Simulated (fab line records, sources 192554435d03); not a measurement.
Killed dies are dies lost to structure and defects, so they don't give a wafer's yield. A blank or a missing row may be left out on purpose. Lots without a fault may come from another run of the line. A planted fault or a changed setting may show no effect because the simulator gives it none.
Problem report in the 8D (eight disciplines) form, filled by code | flow n5_finfet | the parts of the form that need people (team, actions taken, sign-off) are left out

1. THE PROBLEM
killed_at_M4_up at N5_PASSIVATION_PROBE_49 reads a mean of 89 on 9 wafers of 3 lots; wafers without a fault read 13 with a standard deviation of 5.4. That is +14 standard deviations from the usual mean.
First seen on wafer L241.1, day 16 00:00, on prober-01. The record holds 14 wafers of 5 lots with a number at this step. Rule for "out", or "out of limits": more than 4 standard deviations from the usual mean. The other wafers with a number count as sound.

2. WHAT IT IS AND WHAT IT IS NOT
question                    | is                     | is not
which readings at this step | killed_at_M4_up        | killed_at_M0_to_M3, killed_at_contacts, killed_at_front_end, killed_short, sort_bin_4_leakage, sort_bin_8_speed
which lots                  | L241, L243, L244       | L240, L242
which wafers of those lots  | all that have a number | -
read on which tools         | prober-01, prober-02   | -
when                        | from day 16 00:00      | up to then (5 sound wafers)

3. SUSPECTS, AND WHAT RULES EACH OUT
Counting: a tool at a process step up to the reading stays a suspect if it ran every lot that is out and no sound lot after the first of them.
- rie_diel-02 at N5_BEOL_M10_VIA_ETCH_34 (etches SiCOH lowk in C4F6/O2, target depth 184.5 nm, time 69.2 s): kept. It ran every lot that is out, first L241 (day 13 21:35), and no sound lot after that; its last sound lot up to then is L240 (day 13 12:59).
- rie_diel-05 at N5_PASSIVATION_DESCUM_32 (chemistry O2, time 7.9 s): kept. It ran every lot that is out, first L241 (day 15 18:43), and no sound lot after that.
Left after counting: rie_diel-02 at N5_BEOL_M10_VIA_ETCH_34, rie_diel-05 at N5_PASSIVATION_DESCUM_32.

4. THE CAUSE (what the simulator had put in)
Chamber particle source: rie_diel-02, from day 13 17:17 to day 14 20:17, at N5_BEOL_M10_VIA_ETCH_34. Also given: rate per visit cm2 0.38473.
Counting left 2 suspects, and this tool is among them.

5. THE CHAIN OF EFFECTS, in route order
Each row: a reading whose mean over the struck wafers that have a number lies more than 3 standard deviations from the usual. Only readings for which the record gives a usual standard deviation are gone through. hours: the time from each lot's start at the first step in this table that gives one to its start at this step, as a median over the lots. sigmas: the change in usual standard deviations.
hours | step                    | reading              | usual  | on struck wafers | change | sigmas
0     | N5_PASSIVATION_PROBE_49 | defect_limited_yield | 91.0 % | 84.6             | -6.4   | -4.5
0     | N5_PASSIVATION_PROBE_49 | killed_at_M4_up      | 13     | 89               | +76    | +14
0     | N5_PASSIVATION_PROBE_49 | killed_dies          | 106    | 181              | +75    | +4.4
0     | N5_PASSIVATION_PROBE_49 | sort_bin_5_function  | 5.2 %  | 10.0             | +4.8   | +4.8
0     | N5_PASSIVATION_PROBE_49 | sort_n_pass          | 1074   | 999              | -75    | -4.2
0     | N5_PASSIVATION_PROBE_49 | sort_yield_pct       | 91.0 % | 84.6             | -6.4   | -4.0
The process steps in it:
- N5_PASSIVATION_PROBE_49

6. WHAT WOULD HAVE CAUGHT IT SOONER
In this record the first reading out of limits was taken at day 16 00:00, 55 hours after the fault began at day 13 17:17.
Of the tool readings at N5_BEOL_M10_VIA_ETCH_34 for which the record gives a usual standard deviation, none was out on any struck wafer, so an alarm limit of 4 standard deviations on them would not have fired.
All the lots that are out (3) had begun N5_BEOL_M10_VIA_ETCH_34 on rie_diel-02 by day 16 00:00. A hold on the tool at that time would have spared none of them.
